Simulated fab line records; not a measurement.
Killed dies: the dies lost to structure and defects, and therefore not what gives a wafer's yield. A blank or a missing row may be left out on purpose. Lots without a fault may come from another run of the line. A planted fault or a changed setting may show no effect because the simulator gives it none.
Lot-split experiment || flow n5_finfet || route with 1938 steps; 7 lots, 39 wafers read

THE SPLIT
At N5_GATE_CUT_ETCH_58 (etches SiNx in CH3F/O2, target depth 17 nm, time 128.6 s), the setting source_w was moved away from the recipe's 415 W on 15 of the 39 wafers read, by -18.9% to +13.6%. All remaining wafers had this setting at the recipe value.

The split's own step is where the reading is taken.

THE READING
rf_vpp_V, in V, at N5_GATE_CUT_ETCH_58 (etches SiNx in CH3F/O2, target depth 17 nm, time 128.6 s). A value of 98.8 V with a standard deviation of 0.93 V is what fault-free wafers of this fab line usually give.

{"wafer": "L075.1", "tool, chamber at the split": "rie_diel-03, 1", "source_w as run, W": 415, "against the recipe": "recipe", "rf_vpp_V, V": 99.2, "against lot-mates on the recipe": "-"}
{"wafer": "L075.2", "tool, chamber at the split": "rie_diel-03, 0", "source_w as run, W": 336.5, "against the recipe": "-18.9%", "rf_vpp_V, V": 108.0, "against lot-mates on the recipe": "+8.4"}
{"wafer": "L075.3", "tool, chamber at the split": "rie_diel-03, 3", "source_w as run, W": 336.5, "against the recipe": "-18.9%", "rf_vpp_V, V": 106.7, "against lot-mates on the recipe": "+7.1"}
{"wafer": "L075.4", "tool, chamber at the split": "rie_diel-03, 2", "source_w as run, W": 415, "against the recipe": "recipe", "rf_vpp_V, V": 99.2, "against lot-mates on the recipe": "-"}
{"wafer": "L075.5", "tool, chamber at the split": "rie_diel-03, 2", "source_w as run, W": 336.5, "against the recipe": "-18.9%", "rf_vpp_V, V": 104.8, "against lot-mates on the recipe": "+5.2"}
{"wafer": "L075.6", "tool, chamber at the split": "rie_diel-03, 1", "source_w as run, W": 415, "against the recipe": "recipe", "rf_vpp_V, V": 100.4, "against lot-mates on the recipe": "-"}
{"wafer": "L078.2", "tool, chamber at the split": "rie_diel-06, 2", "source_w as run, W": 415, "against the recipe": "recipe", "rf_vpp_V, V": 98.5, "against lot-mates on the recipe": "-"}
{"wafer": "L078.3", "tool, chamber at the split": "rie_diel-06, 3", "source_w as run, W": 415, "against the recipe": "recipe", "rf_vpp_V, V": 99.5, "against lot-mates on the recipe": "-"}
{"wafer": "L078.6", "tool, chamber at the split": "rie_diel-06, 0", "source_w as run, W": 415, "against the recipe": "recipe", "rf_vpp_V, V": 99.5, "against lot-mates on the recipe": "-"}
{"wafer": "L086.1", "tool, chamber at the split": "rie_diel-06, 3", "source_w as run, W": 415, "against the recipe": "recipe", "rf_vpp_V, V": 97.2, "against lot-mates on the recipe": "-"}
{"wafer": "L086.2", "tool, chamber at the split": "rie_diel-06, 1", "source_w as run, W": 415, "against the recipe": "recipe", "rf_vpp_V, V": 98.8, "against lot-mates on the recipe": "-"}
{"wafer": "L086.3", "tool, chamber at the split": "rie_diel-06, 2", "source_w as run, W": 415, "against the recipe": "recipe", "rf_vpp_V, V": 98.3, "against lot-mates on the recipe": "-"}
{"wafer": "L086.4", "tool, chamber at the split": "rie_diel-06, 0", "source_w as run, W": 415, "against the recipe": "recipe", "rf_vpp_V, V": 98.5, "against lot-mates on the recipe": "-"}
{"wafer": "L086.5", "tool, chamber at the split": "rie_diel-06, 2", "source_w as run, W": 415, "against the recipe": "recipe", "rf_vpp_V, V": 97.8, "against lot-mates on the recipe": "-"}
{"wafer": "L086.6", "tool, chamber at the split": "rie_diel-06, 1", "source_w as run, W": 415, "against the recipe": "recipe", "rf_vpp_V, V": 98.7, "against lot-mates on the recipe": "-"}
{"wafer": "L088.1", "tool, chamber at the split": "rie_diel-03, 0", "source_w as run, W": 471.4, "against the recipe": "+13.6%", "rf_vpp_V, V": 95.4, "against lot-mates on the recipe": -3.0}
{"wafer": "L088.2", "tool, chamber at the split": "rie_diel-03, 2", "source_w as run, W": 415, "against the recipe": "recipe", "rf_vpp_V, V": 98.1, "against lot-mates on the recipe": "-"}
{"wafer": "L088.3", "tool, chamber at the split": "rie_diel-03, 1", "source_w as run, W": 471.4, "against the recipe": "+13.6%", "rf_vpp_V, V": 95.3, "against lot-mates on the recipe": -3.1}
{"wafer": "L088.4", "tool, chamber at the split": "rie_diel-03, 3", "source_w as run, W": 415, "against the recipe": "recipe", "rf_vpp_V, V": 98.5, "against lot-mates on the recipe": "-"}
{"wafer": "L088.5", "tool, chamber at the split": "rie_diel-03, 0", "source_w as run, W": 415, "against the recipe": "recipe", "rf_vpp_V, V": 98.7, "against lot-mates on the recipe": "-"}
{"wafer": "L088.6", "tool, chamber at the split": "rie_diel-03, 1", "source_w as run, W": 471.4, "against the recipe": "+13.6%", "rf_vpp_V, V": 95.7, "against lot-mates on the recipe": -2.7}
{"wafer": "L091.1", "tool, chamber at the split": "rie_diel-05, 0", "source_w as run, W": 415, "against the recipe": "recipe", "rf_vpp_V, V": 100.8, "against lot-mates on the recipe": "-"}
{"wafer": "L091.2", "tool, chamber at the split": "rie_diel-05, 2", "source_w as run, W": 359.9, "against the recipe": "-13.3%", "rf_vpp_V, V": 104.4, "against lot-mates on the recipe": "+5.1"}
{"wafer": "L091.3", "tool, chamber at the split": "rie_diel-05, 1", "source_w as run, W": 359.9, "against the recipe": "-13.3%", "rf_vpp_V, V": 104.6, "against lot-mates on the recipe": "+5.3"}
{"wafer": "L091.4", "tool, chamber at the split": "rie_diel-05, 3", "source_w as run, W": 359.9, "against the recipe": "-13.3%", "rf_vpp_V, V": 105.4, "against lot-mates on the recipe": "+6.1"}
{"wafer": "L091.5", "tool, chamber at the split": "rie_diel-05, 2", "source_w as run, W": 415, "against the recipe": "recipe", "rf_vpp_V, V": 98.3, "against lot-mates on the recipe": "-"}
{"wafer": "L091.6", "tool, chamber at the split": "rie_diel-05, 1", "source_w as run, W": 415, "against the recipe": "recipe", "rf_vpp_V, V": 98.7, "against lot-mates on the recipe": "-"}
{"wafer": "L092.1", "tool, chamber at the split": "rie_diel-06, 3", "source_w as run, W": 345.2, "against the recipe": "-16.8%", "rf_vpp_V, V": 104.1, "against lot-mates on the recipe": "+6.5"}
{"wafer": "L092.2", "tool, chamber at the split": "rie_diel-06, 0", "source_w as run, W": 415, "against the recipe": "recipe", "rf_vpp_V, V": 98.1, "against lot-mates on the recipe": "-"}
{"wafer": "L092.3", "tool, chamber at the split": "rie_diel-06, 1", "source_w as run, W": 415, "against the recipe": "recipe", "rf_vpp_V, V": 97.0, "against lot-mates on the recipe": "-"}
{"wafer": "L092.4", "tool, chamber at the split": "rie_diel-06, 0", "source_w as run, W": 345.2, "against the recipe": "-16.8%", "rf_vpp_V, V": 105.1, "against lot-mates on the recipe": "+7.5"}
{"wafer": "L092.5", "tool, chamber at the split": "rie_diel-06, 1", "source_w as run, W": 345.2, "against the recipe": "-16.8%", "rf_vpp_V, V": 104.3, "against lot-mates on the recipe": "+6.7"}
{"wafer": "L092.6", "tool, chamber at the split": "rie_diel-06, 3", "source_w as run, W": 415, "against the recipe": "recipe", "rf_vpp_V, V": 97.8, "against lot-mates on the recipe": "-"}
{"wafer": "L097.1", "tool, chamber at the split": "rie_diel-06, 0", "source_w as run, W": 415, "against the recipe": "recipe", "rf_vpp_V, V": 99.8, "against lot-mates on the recipe": "-"}
{"wafer": "L097.2", "tool, chamber at the split": "rie_diel-06, 2", "source_w as run, W": 415, "against the recipe": "recipe", "rf_vpp_V, V": 99.6, "against lot-mates on the recipe": "-"}
{"wafer": "L097.3", "tool, chamber at the split": "rie_diel-06, 1", "source_w as run, W": 390.6, "against the recipe": "-5.9%", "rf_vpp_V, V": 98.7, "against lot-mates on the recipe": -1.6}
{"wafer": "L097.4", "tool, chamber at the split": "rie_diel-06, 3", "source_w as run, W": 390.6, "against the recipe": "-5.9%", "rf_vpp_V, V": 100.2, "against lot-mates on the recipe": -0.1}
{"wafer": "L097.5", "tool, chamber at the split": "rie_diel-06, 3", "source_w as run, W": 390.6, "against the recipe": "-5.9%", "rf_vpp_V, V": 101.7, "against lot-mates on the recipe": "+1.4"}
{"wafer": "L097.6", "tool, chamber at the split": "rie_diel-06, 2", "source_w as run, W": 415, "against the recipe": "recipe", "rf_vpp_V, V": 101.5, "against lot-mates on the recipe": "-"}

THE FIT
A straight line over all 39 wafers: rf_vpp_V changes by -0.351 V for each +1% of source_w; r = -0.93; the points scatter about the line by 1.2 V.
The same after taking each lot's own level away (the mean of its wafers on the recipe; 39 wafers): -0.34 V for each +1%; r = -0.93; scatter 1.2 V.
That fit puts the effect of the largest move of source_w on the reading at 6.4 V.
Measured against the standard deviation above, the lots' own levels, which go from 97.63 to 100.30 V, span 2.9 times it.
Consequently the slope shifts little with the lot-to-lot level, the two slopes agreeing.
Check: +6.36 V against its lot-mates is what the line predicts for one of the wafers moved furthest among these (-18.9%) when that wafer is left out of the fit. Against them it came out at +8.4 V.
Tool readings at the split's step, against how far the setting was moved: rf_vpp_V r = -0.93.

FURTHER SPLITS ON THESE WAFERS
Before the reading, these wafers also passed through other splits. Each is held against what the fit with the lots' levels taken away leaves over:
{"other split on the same wafers": "N5_DUMMY_GATE_EXPOSE_12 dose_mj", "wafers away from the commonest value": 15, "r with rf_vpp_V (lot level and that fit taken away)": "+0.27"}
{"other split on the same wafers": "N5_SD_EPI_N_EPI_21 temp_c", "wafers away from the commonest value": 12, "r with rf_vpp_V (lot level and that fit taken away)": "+0.05"}
{"other split on the same wafers": "N5_HKMG_FIN_ETCH_54 source_w", "wafers away from the commonest value": 15, "r with rf_vpp_V (lot level and that fit taken away)": "+0.38"}
{"other split on the same wafers": "N5_HKMG_FIN_ETCH_58 bias_w", "wafers away from the commonest value": 18, "r with rf_vpp_V (lot level and that fit taken away)": -0.02}

THE FILE'S OWN FIT
rf_vpp_V changes by -0.348 V for each +1% of source_w, r = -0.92.
